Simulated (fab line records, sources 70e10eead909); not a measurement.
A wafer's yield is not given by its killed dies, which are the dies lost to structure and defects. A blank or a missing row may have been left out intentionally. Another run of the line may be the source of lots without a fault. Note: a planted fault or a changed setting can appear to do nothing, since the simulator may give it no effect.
fab line records + flow nand_harc
[record]
- lots = 5
- wafers = 15
- last_day = 33
route steps=1302 shown P_BONDPAD@360 END@1302
lots untouched by any fault: they come from a run of this same line in which no faults occurred
start_h: the number of hours between the record's first day and the start of the first shown wafer of the lot + wait_h: how many hours have passed since the lot's step before this one + " identical to the entry in the row above + L1.1+2: several wafers, shown together as one row + - either no value or no given start + * or withheld: withheld + < > ~ a bound
route shown NAME@n: NAME is a module with steps in the file, n the number in the route of the first one + usual: mean/standard deviation taken from wafers without a fault + same: alike in all rows + chamber/n: place in a boat + sites: each site's reading + _std_site: standard deviation across them + _edge_site: mean of outer sites minus mean of inner sites + radius_mm: for every site, how far away it sits from the centre of the wafer + mask NAME#n: copy n + behind: the tool/chamber that last shaped the wafer + hold: why the lot was held/for how many hours/how that ended + device: the n, p or np transistor that did not switch + end of line: the route-end tests of the same wafers + for a step that has no rows: nothing shown but its recipe + killed: at the first sort, the dies lost to defects and structure; wafer yield is something else + map: a wafer's dies, marking killed ones x, the rest . and places with no die _
set.NAME: the setting that was run; set.NAME@STEP: the one run at that earlier step + model.NAME: the simulator's own value behind a step, which no gauge read
lots at selected steps of the route; one table per step, one row per wafer
services: the hour from which a tool's chamber was out of use, counted from the record's first day as start_h (under 0 if before that day), plus the number of hours and why
[[steps]]
[step NHARC_P_BONDPAD_EBR_05]
[step NHARC_P_BONDPAD_EXPOSE_06]
[recipe]
- na = 0.55
- dose_mj = 37.06
- mask_id = P_BPAD
[step NHARC_P_BONDPAD_PEB_07]
[recipe]
- peb_temp_c = 128
- peb_time_s = 80
[step NHARC_P_BONDPAD_DEVELOP_08]
[recipe]
- time_s = 50
- dev_temp_c = 22
[step NHARC_P_BONDPAD_CD_MEAS_09]
[recipe]
- target_cd_nm = 500
- landing_energy_ev = 500
[usual]
- cd_nm = 499.5/2.2
| lot.wafer | tool      | chamber | start_h | wait_h | cd_nm |
|-----------|-----------|---------|---------|--------|-------|
| L664.1    | cd_sem-01 | 0       | 131.14  | -      | 497.0 |
| L664.4    | "         | 0       | "       | "      | 498.0 |
| L664.5    | "         | 0       | "       | "      | 498.0 |
| L667.2    | cd_sem-02 | 0       | 162.13  | -      | 499.0 |
| L667.3    | "         | 0       | "       | "      | 500.2 |
| L667.6    | "         | 0       | "       | "      | 498.2 |
| L672.2    | cd_sem-01 | 0       | 214.29  | -      | 495.9 |
| L672.4    | "         | 0       | "       | "      | 500.6 |
| L672.5    | "         | 0       | "       | "      | 498.4 |
| L676.1    | cd_sem-02 | 0       | 253.76  | -      | 500.0 |
| L676.2    | "         | 0       | "       | "      | 501.9 |
| L676.3    | "         | 0       | "       | "      | 500.8 |
| L685.1    | cd_sem-01 | 0       | 354.29  | -      | 500.0 |
| L685.3    | "         | 0       | "       | "      | 500.6 |
| L685.4    | "         | 0       | "       | "      | 501.6 |
[step NHARC_P_BONDPAD_OVL_MEAS_38]
[usual]
- overlay_x_nm = 4/5.9
- overlay_y_nm = 1/6.9
| lot.wafer | tool       | chamber | start_h | wait_h | overlay_x_nm | overlay_y_nm |
|-----------|------------|---------|---------|--------|--------------|--------------|
| L664.1    | overlay-01 | -       | 131.23  | -      | 1            | 1            |
| L664.4    | "          | -       | "       | "      | 1            | 1            |
| L664.5    | "          | -       | "       | "      | 2            | 1            |
| L667.2    | overlay-02 | -       | 162.22  | -      | 17           | 1            |
| L667.3    | "          | -       | "       | "      | 17           | 1            |
| L667.6    | "          | -       | "       | "      | 16           | 0            |
| L672.2    | overlay-01 | -       | 214.38  | -      | 6            | 10           |
| L672.4    | "          | -       | "       | "      | 6            | 10           |
| L672.5    | "          | -       | "       | "      | 6            | 11           |
| L676.1    | overlay-01 | -       | 253.85  | -      | -4           | -5           |
| L676.2    | "          | -       | "       | "      | -3           | -5           |
| L676.3    | "          | -       | "       | "      | -4           | -5           |
| L685.1    | overlay-02 | -       | 354.38  | -      | 4            | -2           |
| L685.3    | "          | -       | "       | "      | 4            | -3           |
| L685.4    | "          | -       | "       | "      | 5            | -3           |
[step NHARC_P_BONDPAD_HARDBAKE_10]
[recipe]
- temp_c = 118
- time_s = 65
[step NHARC_P_BONDPAD_DESCUM_11]
[recipe]
- time_s = 3
- o2_flow_sccm = 200
- ar_flow_sccm = 0
- bias_power_w = 0
- chemistry = O2
[usual]
- drypump_motor_current_A = 5.90/0.28
- oes_product_au = 0.999/0.015
- rf_vpp_V = 57.9/0.95
- showerhead_plenum_p_Torr = 1.92/0.077
- throttle_valve_pct = 11.313/0.0092
| lot.wafer | tool        | chamber | start_h | wait_h | drypump_motor_current_A | oes_product_au | rf_hours_counter_h | rf_vpp_V | showerhead_plenum_p_Torr | throttle_valve_pct |
|-----------|-------------|---------|---------|--------|-------------------------|----------------|--------------------|----------|--------------------------|--------------------|
| L664.4    | rie_diel-12 | 0       | 131.36  | -      | 5.92                    | 1.004          | 0.5                | 56.7     | 1.87                     | 11.333             |
| L664.1    | "           | 2       | "       | "      | 5.85                    | 1.006          | 0.4                | 59.1     | 2.00                     | 11.301             |
| L664.5    | "           | 0       | "       | "      | 5.94                    | 1.004          | -                  | 59.3     | 1.87                     | 11.318             |
| L667.2    | rie_diel-05 | 2       | 162.34  | -      | 5.37                    | 0.996          | 4.1                | 58.4     | 1.90                     | 11.313             |
| L667.3    | "           | 0       | "       | "      | 5.96                    | 0.989          | 4.3                | 57.9     | 1.97                     | 11.313             |
| L667.6    | "           | 2       | "       | "      | 5.35                    | 1.007          | -                  | 58.3     | 1.90                     | 11.318             |
| L672.4    | rie_diel-10 | 3       | 214.50  | -      | 6.07                    | 0.996          | 9.9                | 56.1     | 1.79                     | 11.311             |
| L672.2    | "           | 1       | "       | "      | 6.51                    | 1.005          | 7.4                | 58.4     | 1.78                     | 11.299             |
| L672.5    | "           | 3       | "       | "      | 6.05                    | 0.995          | -                  | 57.0     | 1.79                     | 11.315             |
| L676.3    | rie_diel-05 | 0       | 253.97  | -      | 5.94                    | 0.967          | 0.6                | 58.2     | 1.97                     | 11.325             |
| L676.2    | "           | 1       | "       | "      | 5.93                    | 1.002          | 0.5                | 57.5     | 2.01                     | 11.306             |
| L676.1    | "           | 2       | "       | "      | 5.35                    | 0.997          | 0.5                | 57.1     | 1.90                     | 11.320             |
| L685.3    | rie_diel-12 | 2       | 354.50  | -      | 5.86                    | 1.029          | 1.7                | 60.1     | 2.00                     | 11.311             |
| L685.1    | "           | 3       | "       | "      | 5.59                    | 0.999          | 2.2                | 56.8     | 1.94                     | 11.311             |
| L685.4    | "           | 0       | "       | "      | 5.91                    | 0.981          | -                  | 57.7     | 1.86                     | 11.313             |
[step NHARC_P_BONDPAD_ETCH_37]
[recipe]
- target_depth_a = 600
- overetch_a = 180
- time_s = 65.91
- ion_energy_ev = 200
- n2_flow_sccm = 150
- h2_flow_sccm = 150
- ar_flow_sccm = 0
- rf_w = 400
- bias_w = 150
- chemistry = N2/H2
[usual]
- drypump_motor_current_A = 5.92/0.28
- oes_product_au = 1.000/0.015
- rf_vpp_V = 430.9/2.5
- showerhead_plenum_p_Torr = 2.05/0.084
- throttle_valve_pct = 14.173/0.0084
| lot.wafer | tool        | chamber | start_h | wait_h | drypump_motor_current_A | oes_product_au | rf_hours_counter_h | rf_vpp_V | showerhead_plenum_p_Torr | throttle_valve_pct |
|-----------|-------------|---------|---------|--------|-------------------------|----------------|--------------------|----------|--------------------------|--------------------|
| L664.1    | rie_diel-12 | 2       | 131.44  | 0.1    | 5.90                    | 1.017          | 0.4                | 433.7    | 2.14                     | 14.158             |
| L664.4    | "           | 1       | "       | "      | 5.86                    | 0.998          | 0.4                | 435.6    | 2.17                     | 14.175             |
| L664.5    | "           | 2       | "       | "      | 5.88                    | 1.008          | -                  | 434.6    | 2.14                     | 14.186             |
| L667.2    | rie_diel-05 | 0       | 162.43  | 0.1    | 5.94                    | 0.989          | 4.3                | 431.7    | 2.10                     | 14.168             |
| L667.3    | "           | 1       | "       | "      | 5.95                    | 1.002          | 4.7                | 433.2    | 2.15                     | 14.181             |
| L667.6    | "           | 3       | "       | "      | 6.38                    | 1.016          | -                  | 433.4    | 2.08                     | 14.163             |
| L672.2    | rie_diel-10 | 1       | 214.59  | 0.1    | 6.48                    | 0.999          | 7.4                | 426.7    | 1.89                     | 14.164             |
| L672.4    | "           | 3       | "       | "      | 6.06                    | 0.998          | 9.9                | 427.5    | 1.90                     | 14.180             |
| L672.5    | "           | 0       | "       | "      | 5.90                    | 1.025          | -                  | 428.3    | 2.00                     | 14.181             |
| L676.2    | rie_diel-05 | 3       | 254.06  | 0.1    | 6.35                    | 1.003          | 0.5                | 433.4    | 2.08                     | 14.165             |
| L676.3    | "           | 0       | "       | "      | 5.97                    | 0.961          | 0.6                | 431.7    | 2.10                     | 14.179             |
| L676.1    | "           | 1       | "       | "      | 5.93                    | 1.003          | 0.5                | 432.9    | 2.14                     | 14.174             |
| L685.3    | rie_diel-12 | 0       | 354.61  | 0.1    | 5.92                    | 0.981          | 2.3                | 429.7    | 1.98                     | 14.176             |
| L685.1    | "           | 3       | "       | "      | 5.58                    | 0.994          | 2.3                | 431.6    | 2.07                     | 14.176             |
| L685.4    | "           | 0       | "       | "      | 5.93                    | 0.983          | -                  | 428.1    | 1.98                     | 14.176             |
[step NHARC_P_BONDPAD_ETCH_12]
[recipe]
- target_depth_a = 2000
- time_s = 100
- chf3_flow_sccm = 50
- o2_flow_sccm = 10
- ar_flow_sccm = 200
- rf_w = 500
- bias_w = 200
- chemistry = CHF3/O2
[usual]
- drypump_motor_current_A = 5.91/0.29
- oes_product_au = 0.945/0.023
- rf_vpp_V = 370.9/2.1
- showerhead_plenum_p_Torr = 2.42/0.092
- throttle_valve_pct = 20.571/0.0094
| lot.wafer | tool        | chamber | start_h | wait_h | drypump_motor_current_A | oes_product_au | rf_hours_counter_h | rf_vpp_V | showerhead_plenum_p_Torr | throttle_valve_pct |
|-----------|-------------|---------|---------|--------|-------------------------|----------------|--------------------|----------|--------------------------|--------------------|
| L664.4    | rie_diel-12 | 0       | -       | -      | 5.96                    | 0.958          | 0.5                | 371.0    | 2.34                     | 20.588             |
| L664.1    | "           | 3       | "       | "      | 5.57                    | 0.977          | 0.5                | 372.3    | 2.44                     | 20.572             |
| L664.5    | "           | 1       | "       | "      | 5.84                    | 0.942          | -                  | 374.9    | 2.55                     | 20.592             |
| L667.3    | rie_diel-05 | 0       | -       | -      | 5.95                    | 0.950          | 4.3                | 371.0    | 2.47                     | 20.574             |
| L667.2    | "           | 1       | "       | "      | 5.95                    | 0.961          | 4.8                | 372.0    | 2.52                     | 20.582             |
| L667.6    | "           | 0       | "       | "      | 5.98                    | 0.947          | -                  | 372.6    | 2.47                     | 20.568             |
| L672.2    | rie_diel-10 | 1       | -       | -      | 6.51                    | 0.930          | 7.5                | 367.7    | 2.24                     | 20.592             |
| L672.4    | "           | 3       | "       | "      | 6.09                    | 0.915          | 9.9                | 366.8    | 2.25                     | 20.580             |
| L672.5    | "           | 0       | "       | "      | 5.92                    | 0.937          | -                  | 370.3    | 2.36                     | 20.567             |
| L676.1    | rie_diel-05 | 0       | -       | -      | 5.98                    | 0.928          | 0.6                | 370.8    | 2.46                     | 20.583             |
| L676.2    | "           | 1       | "       | "      | 5.91                    | 0.956          | 0.5                | 371.8    | 2.52                     | 20.555             |
| L676.3    | "           | 3       | "       | "      | 6.37                    | 0.989          | 0.6                | 372.5    | 2.45                     | 20.572             |
| L685.1    | rie_diel-12 | 0       | -       | -      | 5.94                    | 0.903          | 2.3                | 369.7    | 2.34                     | 20.578             |
| L685.3    | "           | 3       | "       | "      | 5.59                    | 0.931          | 2.3                | 372.4    | 2.43                     | 20.572             |
| L685.4    | "           | 0       | "       | "      | 5.98                    | 0.909          | -                  | 369.6    | 2.34                     | 20.555             |
[step NHARC_P_BONDPAD_CD_MEAS_13]
[usual]
- cd_nm = 498.5/2.4
| lot.wafer | tool      | chamber | start_h | wait_h | cd_nm |
|-----------|-----------|---------|---------|--------|-------|
| L664.1    | cd_sem-01 | -       | 131.67  | -      | 495.7 |
| L664.4    | "         | -       | "       | "      | 498.5 |
| L664.5    | "         | -       | "       | "      | 496.0 |
| L667.2    | cd_sem-02 | -       | 162.66  | -      | 499.2 |
| L667.3    | "         | -       | "       | "      | 497.8 |
| L667.6    | "         | -       | "       | "      | 498.4 |
| L672.2    | cd_sem-01 | -       | 214.82  | -      | 493.2 |
| L672.4    | "         | -       | "       | "      | 497.8 |
| L672.5    | "         | -       | "       | "      | 496.8 |
| L676.1    | cd_sem-02 | -       | 254.28  | -      | 498.9 |
| L676.2    | "         | -       | "       | "      | 499.5 |
| L676.3    | "         | -       | "       | "      | 498.5 |
| L685.1    | cd_sem-03 | -       | 354.86  | -      | 498.8 |
| L685.3    | "         | -       | "       | "      | 499.2 |
| L685.4    | "         | -       | "       | "      | 501.2 |
[step NHARC_P_BONDPAD_STRIP_15]
[recipe]
- o2_flow_sccm = 500
- ar_flow_sccm = 0
- bias_w = 0
- chemistry = O2
[usual]
- drypump_motor_current_A = 5.95/0.29
- oes_product_au = 1.002/0.014
- rf_vpp_V = 57.8/0.9
- showerhead_plenum_p_Torr = 3.51/0.15
- throttle_valve_pct = 17.036/0.0085
| lot.wafer | tool        | chamber | start_h | wait_h | drypump_motor_current_A | oes_product_au | rf_hours_counter_h | rf_vpp_V | showerhead_plenum_p_Torr | throttle_valve_pct |
|-----------|-------------|---------|---------|--------|-------------------------|----------------|--------------------|----------|--------------------------|--------------------|
| L664.1    | rie_diel-10 | 2       | 131.76  | 0.1    | 6.00                    | 0.994          | 4.3                | 56.2     | 3.31                     | 17.040             |
| L664.4    | "           | 3       | "       | "      | 6.04                    | 1.002          | 3.7                | 55.6     | 3.31                     | 17.031             |
| L664.5    | "           | 2       | "       | "      | 5.97                    | 1.003          | -                  | 58.4     | 3.31                     | 17.032             |
| L667.3    | rie_diel-12 | 0       | 162.73  | 0.1    | 5.96                    | 1.009          | 1.5                | 58.0     | 3.45                     | 17.032             |
| L667.2    | "           | 2       | "       | "      | 5.88                    | 1.011          | 1.2                | 58.6     | 3.68                     | 17.032             |
| L667.6    | "           | 0       | "       | "      | 5.93                    | 1.017          | -                  | 57.5     | 3.44                     | 17.043             |
| L672.2    | rie_diel-10 | 2       | 214.92  | 0.1    | 5.94                    | 0.987          | 9.1                | 56.7     | 3.31                     | 17.043             |
| L672.4    | "           | 0       | "       | "      | 5.94                    | 1.021          | 10.1               | 58.6     | 3.47                     | 17.029             |
| L672.5    | "           | 1       | "       | "      | 6.52                    | 0.996          | -                  | 56.3     | 3.30                     | 17.045             |
| L676.2    | rie_diel-05 | 2       | 254.36  | 0.1    | 5.39                    | 1.005          | 0.5                | 58.6     | 3.50                     | 17.034             |
| L676.1    | "           | 0       | "       | "      | 5.95                    | 0.972          | 0.7                | 58.4     | 3.62                     | 17.028             |
| L676.3    | "           | 1       | "       | "      | 5.95                    | 1.011          | 0.6                | 58.2     | 3.69                     | 17.052             |
| L685.1    | rie_diel-10 | 3       | 354.94  | 0.1    | 6.10                    | 0.996          | 5.6                | 55.3     | 3.31                     | 17.033             |
| L685.3    | "           | 1       | "       | "      | 6.48                    | 0.985          | 5.4                | 57.2     | 3.29                     | 17.020             |
| L685.4    | "           | 2       | "       | "      | 5.97                    | 0.995          | 5.6                | 57.2     | 3.30                     | 17.041             |
[step NHARC_P_BONDPAD_ETCH_24]
[recipe]
- target_depth_a = 300
- over_etch_frac = 0.3
- time_s = 72.99
- ion_energy_ev = 150
- cf4_flow_sccm = 50
- n2_flow_sccm = 100
- ar_flow_sccm = 150
- rf_w = 300
- bias_w = 100
- chemistry = CF4/N2
[usual]
- drypump_motor_current_A = 5.93/0.28
- oes_product_au = 1.002/0.012
- rf_vpp_V = 314.0/2.1
- showerhead_plenum_p_Torr = 2.61/0.11
- throttle_valve_pct = 19.796/0.0096
| lot.wafer | tool        | chamber | start_h | wait_h | drypump_motor_current_A | oes_product_au | rf_hours_counter_h | rf_vpp_V | showerhead_plenum_p_Torr | throttle_valve_pct |
|-----------|-------------|---------|---------|--------|-------------------------|----------------|--------------------|----------|--------------------------|--------------------|
| L664.4    | rie_diel-10 | 0       | 131.90  | -      | 5.94                    | 1.010          | 3.6                | 313.3    | 2.59                     | 19.784             |
| L664.1    | "           | 3       | "       | "      | 6.10                    | 0.997          | 3.7                | 311.0    | 2.46                     | 19.800             |
| L664.5    | "           | 1       | "       | "      | 6.47                    | 1.006          | -                  | 312.4    | 2.45                     | 19.803             |
| L667.2    | rie_diel-12 | 3       | 162.91  | 0.1    | 5.60                    | 0.997          | 1.5                | 314.6    | 2.66                     | 19.806             |
| L667.3    | "           | 0       | "       | "      | 5.93                    | 1.007          | 1.5                | 312.3    | 2.56                     | 19.810             |
| L667.6    | "           | 2       | "       | "      | 5.85                    | 1.019          | -                  | 315.7    | 2.74                     | 19.801             |
| L672.2    | rie_diel-10 | 2       | 215.07  | -      | 5.97                    | 0.991          | 9.1                | 312.3    | 2.46                     | 19.789             |
| L672.4    | "           | 3       | "       | "      | 6.08                    | 0.998          | 10.0               | 311.0    | 2.46                     | 19.803             |
| L672.5    | "           | 0       | "       | "      | 5.93                    | 1.019          | -                  | 314.0    | 2.58                     | 19.791             |
| L676.2    | rie_diel-05 | 2       | 254.51  | -      | 5.38                    | 1.001          | 0.5                | 316.0    | 2.61                     | 19.797             |
| L676.1    | "           | 3       | "       | "      | 6.37                    | 1.002          | 0.6                | 316.1    | 2.67                     | 19.820             |
| L676.3    | "           | 0       | "       | "      | 5.97                    | 0.953          | 0.7                | 315.9    | 2.69                     | 19.788             |
| L685.1    | rie_diel-10 | 2       | 355.10  | -      | 5.96                    | 1.003          | 5.6                | 311.7    | 2.46                     | 19.777             |
| L685.3    | "           | 3       | "       | "      | 6.08                    | 1.001          | 5.6                | 309.9    | 2.46                     | 19.798             |
| L685.4    | "           | 0       | "       | "      | 5.93                    | 0.870          | 4.7                | 313.2    | 2.58                     | 19.777             |
[step NHARC_P_BONDPAD_STRIP_16]
[recipe]
- time_s = 600
- temp_c = 30
- chemistry = post_etch_residue_remover
[step NHARC_END_SORT_01]
[recipe]
- temp_c = 25
[usual]
- defect_limited_yield = 92.4/2.2
- killed_at_array = 46/15
- killed_at_other = 1.0/1.3
- killed_at_periphery = 4/3
- killed_dies = 51/15
- killed_open = 3.2/1.8
- killed_short = 2.5/1.5
- sort_bin_2_pct = 2.7/1.1
- sort_bin_3_pct = 0.6/0.34
- sort_bin_4_pct = 4.3/1.3
- sort_n_pass = 626/15
- sort_rim_yield_pct = 89/4.4
- sort_yield_pct = 92.4/2.2
[same]
- gross_dies = 677
- sort_bin_5_pct[%] = 0
- sort_bin_6_pct[%] = 0
- sort_bin_7_pct[%] = 0
- sort_bin_8_pct[%] = 0
- sort_rim_n_gross = 106.00
| lot.wafer | tool      | chamber | start_h | wait_h | defect_limited_yield[%] | killed_at_array | killed_at_other | killed_at_periphery | killed_dies | killed_open | killed_short | sort_bin_2_pct[%] | sort_bin_3_pct[%] | sort_bin_4_pct[%] | sort_n_pass | sort_rim_yield_pct[%] | sort_yield_pct[%] |
|-----------|-----------|---------|---------|--------|-------------------------|-----------------|-----------------|---------------------|-------------|-------------|--------------|-------------------|-------------------|-------------------|-------------|-----------------------|-------------------|
| L664.1    | prober-01 | 0       | 600.82  | 2.4    | 95.1                    | 24              | 0               | 9                   | 33          | 6           | 0            | 1.8               | 0.3               | 2.8               | 644         | 92                    | 95.1              |
| L664.4    | prober-01 | 0       | 603.28  | 3.4    | 95.3                    | 30              | 0               | 2                   | 32          | 1           | 2            | 1.6               | 0.4               | 2.7               | 645         | 90                    | 95.3              |
| L664.5    | prober-01 | 0       | 604.10  | 3.8    | 91.7                    | 54              | 0               | 2                   | 56          | 1           | 4            | 2.4               | 0.1               | 5.8               | 621         | 97                    | 91.7              |
| L676.1    | prober-01 | 0       | 670.15  | 2.5    | 93.6                    | 42              | 0               | 1                   | 43          | 1           | 2            | 1.9               | 0.1               | 4.3               | 634         | 92                    | 93.6              |
| L676.2    | prober-01 | 0       | 670.95  | 2.8    | 93.5                    | 40              | 0               | 4                   | 44          | 6           | 2            | 3.0               | 0.1               | 3.4               | 633         | 89                    | 93.5              |
| L676.3    | prober-01 | 0       | 671.76  | 3.1    | 92.9                    | 37              | 1               | 10                  | 48          | 3           | 3            | 2.1               | 0.3               | 4.7               | 629         | 91                    | 92.9              |
| L685.1    | prober-01 | 0       | 785.97  | 2.5    | 94.4                    | 35              | 1               | 2                   | 38          | 2           | 2            | 1.6               | 0.4               | 3.5               | 639         | 98                    | 94.4              |
| L685.3    | prober-01 | 0       | 787.56  | 3.1    | 95.0                    | 27              | 0               | 7                   | 34          | 5           | 3            | 1.0               | 0.1               | 3.8               | 643         | 93                    | 95.0              |
| L685.4    | prober-01 | 0       | 788.36  | 3.4    | 94.2                    | 34              | 2               | 3                   | 39          | 7           | 2            | 1.5               | 0                 | 4.3               | 638         | 92                    | 94.2              |
// killed by level:class
L664.1 A_CHANNEL_HOLE_D1:chamber_film_flake=12 A_CONTACT:chamber_film_flake=4 P_M2:chamber_film_flake=3 A_STAIRCASE:chamber_film_flake=3 P_BONDPAD:chamber_film_flake=2 A_BLC:chamber_film_flake=2 P_STI:geometric_particle:open=1 P_CONTACT:geometric_particle:open=1
L664.4 A_CHANNEL_HOLE_D1:chamber_film_flake=15 A_CHANNEL_HOLE_D2:chamber_film_flake=5 A_STAIRCASE:chamber_film_flake=5 A_CONTACT:chamber_film_flake=2 P_M1:geometric_particle:open=1 A_DECK1_JOINT:geometric_particle:short=1 A_CHANNEL_HOLE_D2:geometric_particle:short=1 P_M2:chamber_film_flake=1
L664.5 A_CHANNEL_HOLE_D1:chamber_film_flake=37 A_CHANNEL_HOLE_D2:chamber_film_flake=6 A_STAIRCASE:chamber_film_flake=3 A_ONON_D1:geometric_particle:short=2 A_CONTACT:chamber_film_flake=2 A_CHANNEL_HOLE_D1:geometric_particle:short=1 A_ONON_D2:geometric_particle:open=1 A_CHANNEL_HOLE_D2:geometric_particle:short=1
L676.1 A_CHANNEL_HOLE_D2:chamber_film_flake=15 A_CHANNEL_FILL_D2:chamber_film_flake=6 A_CHANNEL_HOLE_D1:chamber_film_flake=5 A_CONTACT:chamber_film_flake=5 A_STAIRCASE:chamber_film_flake=3 A_SLIT:chamber_film_flake=3 A_WL_FILL:chamber_film_flake=2 A_ONON_D1:geometric_particle:short=1
L676.2 A_CHANNEL_HOLE_D2:chamber_film_flake=13 A_CHANNEL_HOLE_D1:chamber_film_flake=9 A_CONTACT:chamber_film_flake=7 A_CHANNEL_FILL_D2:geometric_particle:open=3 A_STAIRCASE:chamber_film_flake=2 P_CONTACT:geometric_particle:open=1 P_M0:geometric_particle:open=1 A_ONON_D1:geometric_particle:short=1
L676.3 A_CHANNEL_HOLE_D2:chamber_film_flake=10 A_CHANNEL_FILL_D2:chamber_film_flake=6 A_CHANNEL_HOLE_D1:chamber_film_flake=5 A_CONTACT:chamber_film_flake=5 P_GATE:chamber_film_flake=4 A_STAIRCASE:chamber_film_flake=3 A_WL_FILL:geometric_particle:short=2 P_BONDPAD:chamber_film_flake=2
L685.1 A_CONTACT:chamber_film_flake=14 A_SLIT:chamber_film_flake=8 A_BONDPAD:chamber_film_flake=4 A_ZERO_WELL:chamber_film_flake=3 A_M1:geometric_particle:short=2 A_M0:chamber_film_flake=2 P_M0:geometric_particle:open=1 A_SOURCE_PLATE:geometric_particle:open=1
L685.3 A_CONTACT:chamber_film_flake=7 A_SLIT:chamber_film_flake=6 A_BONDPAD:chamber_film_flake=3 P_M0:geometric_particle:open=2 A_M0:geometric_particle:open=2 P_ZERO_WELL:chamber_film_flake=2 A_ZERO_WELL:chamber_film_flake=2 A_CHANNEL_HOLE_D1:chamber_film_flake=2
L685.4 A_CONTACT:chamber_film_flake=11 A_SLIT:chamber_film_flake=7 A_BONDPAD:chamber_film_flake=5 THIN_TSV:chamber_film_flake=2 P_M0:geometric_particle:open=1 A_SOURCE_PLATE:geometric_particle:open=1 A_CHANNEL_HOLE_D1:geometric_particle:open=1 A_CHANNEL_FILL_D1:geometric_particle:open=1
[[services]]
| tool        | chamber | start_h | hours | kind   |
|-------------|---------|---------|-------|--------|
| rie_diel-10 | 0       | 123.50  | -     | clean  |
| rie_diel-10 | 1       | 123.50  | -     | clean  |
| rie_diel-10 | 2       | 123.50  | -     | clean  |
| rie_diel-10 | 3       | 123.50  | -     | clean  |
| rie_diel-12 | 1       | 139.26  | 4.8   | repair |
| rie_diel-12 | 2       | 146.82  | 6.7   | repair |
| rie_diel-10 | 0       | 148.16  | -     | clean  |
| rie_diel-10 | 1       | 148.16  | -     | clean  |
| rie_diel-10 | 2       | 148.16  | -     | clean  |
| rie_diel-10 | 3       | 148.16  | -     | clean  |
| rie_diel-12 | 1       | 159.29  | 3.9   | repair |
| rie_diel-10 | 0       | 172.66  | -     | clean  |
| rie_diel-10 | 1       | 172.66  | -     | clean  |
| rie_diel-10 | 2       | 172.66  | -     | clean  |
| rie_diel-12 | 0       | 208.82  | 1.9   | repair |
| rie_diel-05 | 3       | 216.91  | 8.7   | repair |
| rie_diel-05 | -       | 229.93  | 9.0   | pm     |
| rie_diel-10 | -       | 242.50  | 9.0   | pm     |
| rie_diel-12 | 3       | 264.07  | 2.9   | repair |
| rie_diel-12 | -       | 268.49  | 9.0   | pm     |
| rie_diel-10 | -       | 276.55  | 0.3   | repair |
| rie_diel-10 | 0       | 281.81  | 17.0  | repair |
| rie_diel-12 | -       | 299.90  | 0.9   | repair |
| rie_diel-12 | 1       | 345.71  | 34.8  | repair |
[[key]]
[first_sign]
- step = NHARC_P_BONDPAD_ETCH_24
- reading = oes_product_au
- direction = down
- sigmas = 11
- usual = 1.002
- struck = 0.870
effect none on later readings
met_at NHARC_P_BONDPAD_ETCH_24
struck_wafers L685.4
onset_between 215.07 355.10
[fault]
- kind = process_parameter_drift
- tool = rie_diel-10
- chamber = 0
- onset_h = 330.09
- steps = NHARC_P_BONDPAD_ETCH_24
- channel = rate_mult
- offset = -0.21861
- shape = step
- end_h = 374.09
